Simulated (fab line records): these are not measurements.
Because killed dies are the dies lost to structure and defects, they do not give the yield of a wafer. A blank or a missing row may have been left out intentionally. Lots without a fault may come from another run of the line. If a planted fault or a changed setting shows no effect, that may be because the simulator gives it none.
fab line records + flow nand_harc
record:
- lots: 11
- wafers: 32
- last_day: 32
route steps=1302 shown P_CONTACT@246 P_M0@261
lots with no fault: from the same line, run without faults
start_h: start of the lot's first displayed wafer, in hours after the record's first day + wait_h: hours from the lot's prior step to this one + " the same as in the row above + L1.1+2: a single row standing in for several wafers + - no value, or no start given + * or withheld: withheld + < > ~ a bound
route shown NAME@n: NAME is a module with steps in the file, n the number in the route of the first one + usual: mean/standard deviation of fault-free wafers + same: alike in all rows + chamber/n: place in a boat + sites: per-site readings + _std_site: how widely they spread, as a standard deviation + _edge_site: outer sites' mean less inner sites' + radius_mm: for every site, how far away it sits from the centre of the wafer + mask NAME#n: copy n + behind: tool/chamber where the wafer was last shaped + hold: reason for holding the lot/hours on hold/outcome of the hold + device: whichever transistor did not switch (one of n, p or np) + end of line: the tests these same wafers got at the end of their route + a step with no rows: only its recipe + killed: at the first sort, the dies lost to defects and structure; wafer yield is something else + map: a wafer's dies, marking killed ones x, the rest . and places with no die _
set.NAME: the setting that was run; set.NAME@STEP: the one run at that earlier step + model.NAME: the simulator's own value behind a step, which no gauge read
the route's steps for a sample of lots (tables are steps, rows are wafers)
services: from which hour (start_h, from the record's first day; less than 0 if before it) a tool's chamber was out of use, for how many hours, and why
== steps ==
step: NHARC_P_CONTACT_PVD_32
recipe:
- target_thk_a: 50
- chamber_pressure_pa: 5
- power_w: 5000
- substrate_temp_c: 200
- time_s: 17.7
- material: Ti
usual:
- throttle_valve_pct: 30.1/0.97
| lot.wafer | tool           | chamber | start_h | wait_h | throttle_valve_pct |
|-----------|----------------|---------|---------|--------|--------------------|
| L873.3    | pvd_sputter-03 | -       | -       | -      | 32.1               |
| L873.1    | "              | -       | "       | "      | 29.2               |
| L873.6    | "              | -       | "       | "      | 32.5               |
| L876.1    | pvd_sputter-02 | -       | -       | -      | 31.7               |
| L876.2    | "              | -       | "       | "      | 29.6               |
| L876.3    | "              | -       | "       | "      | 30.3               |
| L878.2    | pvd_sputter-03 | -       | -       | -      | 30.0               |
| L878.3    | "              | -       | "       | "      | 29.5               |
| L878.4    | "              | -       | "       | "      | 28.9               |
| L879.2    | pvd_sputter-03 | -       | -       | -      | 29.9               |
| L879.3    | "              | -       | "       | "      | 29.2               |
| L879.1    | "              | -       | "       | "      | 30.7               |
| L880.2    | pvd_sputter-03 | -       | -       | -      | 29.9               |
| L880.1    | "              | -       | "       | "      | 29.3               |
| L880.5    | "              | -       | "       | "      | 30.0               |
| L881.3    | pvd_sputter-03 | -       | -       | -      | 29.1               |
| L881.1    | "              | -       | "       | "      | 29.9               |
| L881.4    | "              | -       | "       | "      | 29.4               |
| L882.2    | pvd_sputter-03 | -       | -       | -      | 29.5               |
| L882.3    | "              | -       | "       | "      | 29.8               |
| L882.5    | "              | -       | "       | "      | 29.1               |
| L884.1    | pvd_sputter-01 | -       | -       | -      | 30.7               |
| L884.2    | "              | -       | "       | "      | 30.2               |
| L884.6    | "              | -       | "       | "      | 29.9               |
| L885.2    | pvd_sputter-01 | -       | -       | -      | 28.5               |
| L885.5    | "              | -       | "       | "      | 28.7               |
| L885.6    | "              | -       | "       | "      | 30.0               |
| L889.5    | pvd_sputter-02 | -       | -       | -      | 29.1               |
| L889.6    | "              | -       | "       | "      | 30.4               |
| L890.3    | pvd_sputter-03 | -       | -       | -      | 29.3               |
| L890.2    | "              | -       | "       | "      | 30.6               |
| L890.6    | "              | -       | "       | "      | 29.1               |
step: NHARC_P_CONTACT_CVD_23
recipe:
- target_thk_a: 2000
- temp_c: 300
- pressure_torr: 40
- wf6_flow_sccm: 40
- h2_flow_sccm: 1600
- ar_flow_sccm: 1560
- time_s: 557
- material: W
usual:
- heater_power_outer_w: 271/24
- heater_power_w: 447/17
- susceptor_temp_C: 300.02/0.18
- throttle_valve_pct: 8.01/0.21
| lot.wafer | tool     | chamber | start_h | wait_h | heater_power_outer_w | heater_power_w | susceptor_temp_C | throttle_valve_pct |
|-----------|----------|---------|---------|--------|----------------------|----------------|------------------|--------------------|
| L873.1    | cvd_w-02 | 1       | -       | -      | 294                  | 459            | 300.06           | 7.72               |
| L873.3    | "        | 0       | "       | "      | 249                  | 440            | 299.92           | 7.88               |
| L873.6    | "        | 1       | "       | "      | 293                  | 454            | 299.77           | 7.75               |
| L876.1    | cvd_w-02 | 1       | -       | -      | 288                  | 460            | 300.03           | 8.02               |
| L876.2    | "        | 0       | "       | "      | 247                  | 443            | 299.88           | 7.76               |
| L876.3    | "        | 0       | "       | "      | 256                  | 436            | 300.05           | 7.57               |
| L878.2    | cvd_w-02 | 0       | -       | -      | 250                  | 443            | 299.98           | 8.04               |
| L878.3    | "        | 1       | "       | "      | 292                  | 467            | 300.02           | 8.11               |
| L878.4    | "        | 0       | "       | "      | 246                  | 438            | 299.98           | 7.85               |
| L879.1    | cvd_w-02 | 0       | -       | -      | 250                  | 445            | 300.16           | 7.62               |
| L879.2    | "        | 1       | "       | "      | 300                  | 477            | 299.74           | 7.81               |
| L879.3    | "        | 1       | "       | "      | 299                  | 459            | 300.29           | 7.79               |
| L880.1    | cvd_w-02 | 0       | -       | -      | 251                  | 443            | 300.13           | 7.85               |
| L880.2    | "        | 1       | "       | "      | 300                  | 464            | 300.09           | 8.00               |
| L880.5    | "        | 1       | "       | "      | 301                  | 459            | 300.06           | 7.68               |
| L881.1    | cvd_w-01 | 1       | -       | -      | 247                  | 434            | 300.19           | 7.88               |
| L881.3    | "        | 0       | "       | "      | 281                  | 449            | 299.98           | 8.21               |
| L881.4    | "        | 1       | "       | "      | 248                  | 440            | 300.03           | 8.17               |
| L882.2    | cvd_w-02 | 0       | -       | -      | 254                  | 446            | 300.31           | 7.82               |
| L882.3    | "        | 0       | "       | "      | 248                  | 450            | 300.36           | 8.07               |
| L882.5    | "        | 0       | "       | "      | 251                  | 445            | 300.08           | 8.17               |
| L884.1    | cvd_w-01 | 0       | -       | -      | 277                  | 455            | 299.94           | 8.08               |
| L884.2    | "        | 1       | "       | "      | 249                  | 437            | 299.89           | 7.82               |
| L884.6    | "        | 0       | "       | "      | 274                  | 452            | 299.93           | 8.48               |
| L885.2    | cvd_w-01 | 0       | -       | -      | 277                  | 448            | 299.51           | 7.96               |
| L885.5    | "        | 0       | "       | "      | 270                  | 448            | 299.95           | 8.29               |
| L885.6    | "        | 1       | "       | "      | 252                  | 451            | 299.90           | 7.88               |
| L889.5    | cvd_w-02 | 0       | -       | -      | 246                  | 446            | -                | 7.86               |
| L889.6    | "        | 1       | "       | "      | 318                  | 493            | -                | 8.21               |
| L890.2    | cvd_w-02 | 0       | -       | -      | 248                  | 422            | -                | 7.76               |
| L890.3    | "        | 0       | "       | "      | 253                  | 437            | -                | 7.94               |
| L890.6    | "        | 1       | "       | "      | 316                  | 481            | -                | 8.27               |
step: NHARC_P_CONTACT_CMP_24
recipe:
- t_overpolish_s: 30
- target_thk_nm: 200
usual:
- edge_zone_pressure_frac: 1.000/0.0053
- motor_current_A: 11.6/1.3
- overpolish_run_s: 30.000/0.0094
- retaining_ring_pressure_frac: 1.000/0.005
- slurry_flow_ml_min: 150.0/0.51
- time_to_endpoint_s: 40.0/2.9
| lot.wafer | tool   | chamber | start_h | wait_h | edge_zone_pressure_frac | motor_current_A | overpolish_run_s | retaining_ring_pressure_frac | slurry_flow_ml_min | time_to_endpoint_s |
|-----------|--------|---------|---------|--------|-------------------------|-----------------|------------------|------------------------------|--------------------|--------------------|
| L873.3    | cmp-02 | 2       | 148.43  | 0.4    | 0.992                   | 13.0            | 30.012           | 1.005                        | 150.8              | 41.7               |
| L873.1    | "      | 3       | "       | "      | 1.003                   | 11.5            | 30.006           | 0.996                        | 149.3              | 36.0               |
| L873.6    | "      | 2       | "       | "      | 1.005                   | 12.6            | 30.003           | 0.991                        | 151.0              | 37.5               |
| L876.1    | cmp-04 | 1       | 182.03  | 0.6    | 0.997                   | 11.2            | 30.012           | 1.007                        | 150.4              | 40.2               |
| L876.2    | "      | 3       | "       | "      | 1.003                   | 10.6            | 30.026           | 0.998                        | 150.1              | 35.7               |
| L876.3    | "      | 0       | "       | "      | 0.999                   | 11.5            | 30.002           | 1.007                        | 149.7              | 41.4               |
| L878.2    | cmp-01 | 3       | 204.92  | 0.5    | 1.007                   | 9.9             | 29.991           | 1.002                        | 150.4              | 37.1               |
| L878.4    | "      | 0       | "       | "      | 0.995                   | 9.8             | 30.000           | 1.008                        | 149.9              | 36.4               |
| L878.3    | "      | 2       | "       | "      | 0.997                   | 10.7            | 29.994           | 0.992                        | 150.1              | 42.5               |
| L879.2    | cmp-04 | 1       | 213.91  | 0.5    | 1.000                   | 11.2            | 30.004           | 1.004                        | 149.5              | 40.7               |
| L879.3    | "      | 3       | "       | "      | 0.989                   | 10.7            | 29.993           | 0.999                        | 149.6              | 39.5               |
| L879.1    | "      | 0       | "       | "      | 1.005                   | 11.7            | 30.002           | 1.001                        | 150.4              | 41.3               |
| L880.2    | cmp-04 | 1       | 224.34  | 0.5    | 0.993                   | 11.6            | 30.012           | 1.003                        | 149.5              | 38.7               |
| L880.1    | "      | 3       | "       | "      | 0.999                   | 10.5            | 30.003           | 1.007                        | 149.7              | 35.6               |
| L880.5    | "      | 1       | "       | "      | 0.993                   | 12.0            | 29.984           | 1.003                        | 149.7              | 36.5               |
| L881.3    | cmp-02 | 3       | 230.85  | 0.4    | 1.004                   | 10.9            | 29.987           | 0.999                        | 148.3              | 42.3               |
| L881.4    | "      | 1       | "       | "      | 1.003                   | 14.4            | 29.995           | 0.997                        | 150.2              | 42.0               |
| L881.1    | "      | 2       | "       | "      | 0.991                   | 12.1            | 30.009           | 1.000                        | 150.2              | 45.1               |
| L882.3    | cmp-01 | 2       | 236.69  | 0.3    | 1.007                   | 10.5            | 29.980           | 1.003                        | 150.7              | 44.5               |
| L882.2    | "      | 3       | "       | "      | 1.002                   | 10.6            | 30.006           | 0.999                        | 149.0              | 41.9               |
| L882.5    | "      | 1       | "       | "      | 0.997                   | 9.7             | 29.990           | 0.995                        | 149.1              | 38.2               |
| L884.1    | cmp-01 | 3       | 265.04  | 0.6    | 1.002                   | 10.6            | 29.993           | 1.000                        | 150.5              | 44.0               |
| L884.2    | "      | 1       | "       | "      | 0.994                   | 9.6             | 29.986           | 1.003                        | 150.0              | 36.0               |
| L884.6    | "      | 2       | "       | "      | 0.998                   | 10.5            | 30.011           | 1.002                        | 149.8              | 44.8               |
| L885.2    | cmp-04 | 3       | 277.40  | 0.6    | 1.009                   | 10.4            | 30.003           | 0.997                        | 150.0              | 37.3               |
| L885.5    | "      | 1       | "       | "      | 0.989                   | 11.0            | 29.998           | 0.999                        | 148.9              | 40.3               |
| L885.6    | "      | 2       | "       | "      | 0.993                   | 14.0            | 30.009           | 1.000                        | 149.6              | 37.8               |
| L889.5    | cmp-02 | 2       | 310.50  | 0.3    | 1.002                   | 12.1            | 29.990           | 1.004                        | 149.9              | 41.8               |
| L889.6    | "      | 3       | "       | "      | 0.999                   | 11.5            | 29.997           | 0.994                        | 149.6              | 37.4               |
| L890.2    | cmp-04 | 1       | 318.26  | 0.5    | 1.001                   | 12.0            | 29.998           | 0.999                        | 149.9              | 40.5               |
| L890.3    | "      | 0       | "       | "      | 1.003                   | 12.6            | 30.000           | 0.997                        | 150.2              | 39.4               |
| L890.6    | "      | 2       | "       | "      | 1.000                   | 14.2            | 29.998           | 1.004                        | 149.8              | 36.3               |
step: NHARC_P_M0_PEB_07
recipe:
- peb_temp_c: 100
- peb_time_s: 65
usual:
- exhaust_pa: 44.9/0.89
| lot.wafer | tool           | chamber | start_h | wait_h | exhaust_pa |
|-----------|----------------|---------|---------|--------|------------|
| L873.1    | litho_track-06 | 0       | 149.62  | 0.1    | 45.3       |
| L873.3    | "              | 0       | "       | "      | 44.6       |
| L873.6    | "              | 0       | "       | "      | 45.0       |
| L876.1    | litho_track-01 | 0       | 183.27  | 0.1    | 44.9       |
| L876.2    | "              | 0       | "       | "      | 44.1       |
| L876.3    | "              | 0       | "       | "      | 46.3       |
| L878.2    | litho_track-06 | 0       | 206.14  | 0.1    | 44.2       |
| L878.3    | "              | 0       | "       | "      | 45.7       |
| L878.4    | "              | 0       | "       | "      | 44.6       |
| L879.1    | litho_track-01 | 0       | 215.01  | 0.1    | 45.4       |
| L879.2    | "              | 0       | "       | "      | 46.0       |
| L879.3    | "              | 0       | "       | "      | 44.9       |
| L880.1    | litho_track-04 | 0       | 225.54  | 0.1    | 44.6       |
| L880.2    | "              | 0       | "       | "      | 45.1       |
| L880.5    | "              | 0       | "       | "      | 45.8       |
| L881.1    | litho_track-04 | 0       | 232.07  | 0.1    | 45.0       |
| L881.3    | "              | 0       | "       | "      | 45.1       |
| L881.4    | "              | 0       | "       | "      | 44.2       |
| L882.2    | litho_track-01 | 0       | 237.89  | 0.1    | 43.7       |
| L882.3    | "              | 0       | "       | "      | 45.5       |
| L882.5    | "              | 0       | "       | "      | 44.8       |
| L884.1    | litho_track-04 | 0       | 266.38  | 0.1    | 45.0       |
| L884.2    | "              | 0       | "       | "      | 44.4       |
| L884.6    | "              | 0       | "       | "      | 46.2       |
| L885.2    | litho_track-01 | 0       | 278.67  | 0.1    | 44.4       |
| L885.5    | "              | 0       | "       | "      | 43.9       |
| L885.6    | "              | 0       | "       | "      | 43.1       |
| L889.5    | litho_track-04 | 0       | 311.63  | 0.0    | 44.7       |
| L889.6    | "              | 0       | "       | "      | 45.1       |
| L890.2    | litho_track-04 | 0       | 319.48  | 0.1    | 44.0       |
| L890.3    | "              | 0       | "       | "      | 43.8       |
| L890.6    | "              | 0       | "       | "      | 44.7       |
step: NHARC_P_M0_CD_MEAS_09
recipe:
- target_cd_nm: 90
- landing_energy_ev: 500
usual:
- cd_nm: 89.7/0.79
| lot.wafer | tool      | chamber | start_h | wait_h | cd_nm |
|-----------|-----------|---------|---------|--------|-------|
| L873.1    | cd_sem-02 | 0       | 149.70  | -      | 90.4  |
| L873.3    | "         | 0       | "       | "      | 90.8  |
| L873.6    | "         | 0       | "       | "      | 90.3  |
| L876.1    | cd_sem-02 | 0       | 183.34  | -      | 88.7  |
| L876.2    | "         | 0       | "       | "      | 88.1  |
| L876.3    | "         | 0       | "       | "      | 88.9  |
| L878.2    | cd_sem-03 | 0       | 206.22  | -      | 90.2  |
| L878.3    | "         | 0       | "       | "      | 90.2  |
| L878.4    | "         | 0       | "       | "      | 89.3  |
| L879.1    | cd_sem-01 | 0       | 215.09  | -      | 89.4  |
| L879.2    | "         | 0       | "       | "      | 89.2  |
| L879.3    | "         | 0       | "       | "      | 88.5  |
| L880.1    | cd_sem-03 | 0       | 225.62  | -      | 90.3  |
| L880.2    | "         | 0       | "       | "      | 91.1  |
| L880.5    | "         | 0       | "       | "      | 89.7  |
| L881.1    | cd_sem-02 | 0       | 232.15  | -      | 89.8  |
| L881.3    | "         | 0       | "       | "      | 91.0  |
| L881.4    | "         | 0       | "       | "      | 90.4  |
| L882.2    | cd_sem-01 | 0       | 237.97  | -      | 89.2  |
| L882.3    | "         | 0       | "       | "      | 89.5  |
| L882.5    | "         | 0       | "       | "      | 89.0  |
| L884.1    | cd_sem-03 | 0       | 266.46  | -      | 89.8  |
| L884.2    | "         | 0       | "       | "      | 89.5  |
| L884.6    | "         | 0       | "       | "      | 90.6  |
| L885.2    | cd_sem-03 | 0       | 278.75  | -      | 89.1  |
| L885.5    | "         | 0       | "       | "      | 89.6  |
| L885.6    | "         | 0       | "       | "      | 89.8  |
| L889.5    | cd_sem-02 | 0       | 311.72  | -      | 91.8  |
| L889.6    | "         | 0       | "       | "      | 107.0 |
| L890.2    | cd_sem-02 | 0       | 319.56  | -      | 89.3  |
| L890.3    | "         | 0       | "       | "      | 106.8 |
| L890.6    | "         | 0       | "       | "      | 107.0 |
== services ==
| tool           | chamber | start_h | hours | kind   |
|----------------|---------|---------|-------|--------|
| cmp-02         | -       | 134.63  | 4.0   | pm     |
| cmp-04         | -       | 137.38  | 0.9   | repair |
| cvd_w-01       | 0       | 140.83  | 7.0   | repair |
| cmp-01         | -       | 144.90  | 5.4   | repair |
| cmp-04         | -       | 151.65  | 0.7   | repair |
| cmp-02         | -       | 151.67  | 2.5   | repair |
| litho_track-01 | -       | 155.00  | 7.0   | pm     |
| cmp-01         | -       | 163.05  | 0.9   | repair |
| cmp-02         | -       | 166.90  | 3.6   | repair |
| pvd_sputter-03 | -       | 170.00  | 10.0  | pm     |
| cvd_w-01       | -       | 185.67  | 13.0  | pm     |
| cmp-01         | -       | 185.97  | 1.0   | repair |
| cmp-01         | -       | 188.12  | 4.0   | pm     |
| litho_track-04 | -       | 203.00  | 7.0   | pm     |
| cmp-04         | -       | 209.00  | 4.0   | pm     |
| cvd_w-02       | 1       | 256.20  | 4.0   | repair |
| cmp-04         | -       | 258.25  | 1.7   | repair |
| cmp-04         | -       | 263.20  | 0.4   | repair |
| cvd_w-02       | -       | 269.00  | 13.0  | pm     |
| cmp-01         | -       | 272.92  | 5.2   | repair |
| pvd_sputter-03 | -       | 275.81  | 11.8  | repair |
| cmp-01         | -       | 286.12  | 4.0   | pm     |
| cmp-04         | -       | 286.75  | 4.7   | repair |
| cmp-04         | -       | 307.00  | 4.0   | pm     |
== key ==
first_sign:
- step: NHARC_P_M0_CD_MEAS_09
- reading: cd_nm
- direction: up
- sigmas: 22
- usual: 89.7
- struck: 106.9
effect none on later readings
met_at NHARC_P_M0_PEB_07
struck_lots L889,L890
struck_wafers L889.6,L890.3,L890.6
not_acting_at NHARC_P_CONTACT_PVD_32,NHARC_P_CONTACT_CVD_23,NHARC_P_CONTACT_CMP_24
onset_between 266.38 311.63
fault:
- kind: process_parameter_drift
- tool: litho_track-04
- chamber: -
- onset_h: 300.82
- steps: NHARC_P_M0_PEB_07
- channel: peb_time_s
- offset: *
- shape: step
- end_h: 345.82
- scope: struck_wafers_only
- acts_in: *
- stated: *
